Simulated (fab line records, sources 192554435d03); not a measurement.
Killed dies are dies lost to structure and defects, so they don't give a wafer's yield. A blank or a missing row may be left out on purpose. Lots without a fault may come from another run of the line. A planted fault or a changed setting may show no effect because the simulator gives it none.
A struck lot beside a sound one | flow n5_finfet | 15 steps out of a route of 1938
Sound: wafers L324.1, L324.2, L324.5. Struck: wafers L331.3, L331.4, L331.5. The cause comes at the end.
At each step with rows: each side's tool, then ch and its chambers, then its first start. Under that, the readings that differ: sound wafers | struck wafers | difference of the means | sigmas: that difference in standard deviations of wafers without a fault.
alike: readings whose means differ by less than 2 such deviations, and words and numbers that are the same on both sides. not compared: withheld readings, readings that some wafer has no value for, bounds like >300 that may hide the same value, and numbers for which the record gives no deviation and whose values overlap.
The two part at a step that has a row with sigmas, a row that says differs or no value, or rows on one side only. Numbers that don't overlap but have no deviation are shown without sigmas and don't part them. A reading that every wafer of one side lacks parts them only if that side has two wafers or more.

N5_BEOL_M11_ETCH_61: etches SiARC in CF4, target depth 39 nm, time 65 s.
  sound on rie_diel-01 ch 0,1,3, day 16 14:59; struck on rie_diel-06 ch 0,1,3, day 19 01:42
  alike: drypump_motor_current_A, etch_rf_on_time_s, mfc_ar_sccm, oes_product_au, rf_vpp_V, showerhead_plenum_p_Torr, throttle_valve_pct
  not compared: rf_hours_counter_h
N5_BEOL_M11_ETCH_62: etches SOC in N2/H2, target depth 110 nm, overetch 22 nm, time 165 s.
  sound on rie_diel-01 ch 0,1,3, day 16 15:02; struck on rie_diel-06 ch 0,1,3, day 19 01:45
  alike: drypump_motor_current_A, h2_flow_sccm, oes_product_au, rf_vpp_V, showerhead_plenum_p_Torr, throttle_valve_pct
  not compared: rf_hours_counter_h
then, 1 step without rows for these wafers: N5_BEOL_M11_STRIP_68 (strips in N2/H2).
N5_BEOL_M11_STRIP_67: strips in CF4.
  sound on rie_diel-01 ch 0,1,3, day 16 15:10; struck on rie_diel-06 ch 0,1,3, day 19 01:53
  alike: drypump_motor_current_A, oes_product_au, rf_vpp_V, showerhead_plenum_p_Torr, throttle_valve_pct
  not compared: rf_hours_counter_h
N5_BEOL_M11_HM_OPEN_17: chemistry Cl2/BCl3, target TiN, target depth 20 nm, overetch 6 nm.
  sound on rie_metal-01 ch 0,1, day 16 15:13; struck on rie_metal-03 ch 0,1, day 19 01:58
  reading            | sound             | struck            | difference | sigmas
  mfc_ar_sccm (sccm) | 25.04 24.82 24.85 | 25.10 25.09 25.13 | +0.20      | +2
  alike: drypump_motor_current_A, oes_product_au, throttle_valve_pct
  not compared: rf_hours_counter_h
N5_BEOL_M11_STRIP_19: strips in O2.
  sound on rie_diel-03 ch 0,1,2, day 16 15:22; struck on rie_diel-06 ch 0,2,3, day 19 02:04
  alike: drypump_motor_current_A, oes_product_au, rf_vpp_V, showerhead_plenum_p_Torr, throttle_valve_pct
  not compared: rf_hours_counter_h
N5_BEOL_M11_CD_MEAS_18: pitch 140 nm, target cd 70 nm.
  sound on cd_sem-02, day 16 15:26; struck on cd_sem-01, day 19 02:08
  alike: cd_nm
then, 5 steps without rows for these wafers: N5_BEOL_M11_COAT_63 (time 60 s, resist thk 100 nm); N5_BEOL_M11_COAT_64 (time 60 s, resist thk 30 nm); N5_BEOL_M11_COAT_22 (resist thk 90 nm); N5_BEOL_M11_EBR_24; N5_BEOL_M11_SOFTBAKE_23 (time 60 s).
N5_BEOL_M11_EXPOSE_25: exposes mask V10.
  sound on arfi_scanner-03 ch 0, day 16 18:10; struck on arfi_scanner-03 ch 0, day 19 02:25
  reading              | sound             | struck            | difference | sigmas
  exposure_dose_mJ_cm2 | 85.37 85.43 85.34 | 84.03 84.02 84.06 | -1.34      | -16
  alike: mask, stage_vel_mm_s
then, 2 steps without rows for these wafers: N5_BEOL_M11_PEB_26 (peb time 60 s); N5_PASSIVATION_PROBE_49.

WHERE THEY PART
First at N5_BEOL_M11_HM_OPEN_17; last, within this record, at N5_BEOL_M11_EXPOSE_25.

WHY: what the simulator had put in
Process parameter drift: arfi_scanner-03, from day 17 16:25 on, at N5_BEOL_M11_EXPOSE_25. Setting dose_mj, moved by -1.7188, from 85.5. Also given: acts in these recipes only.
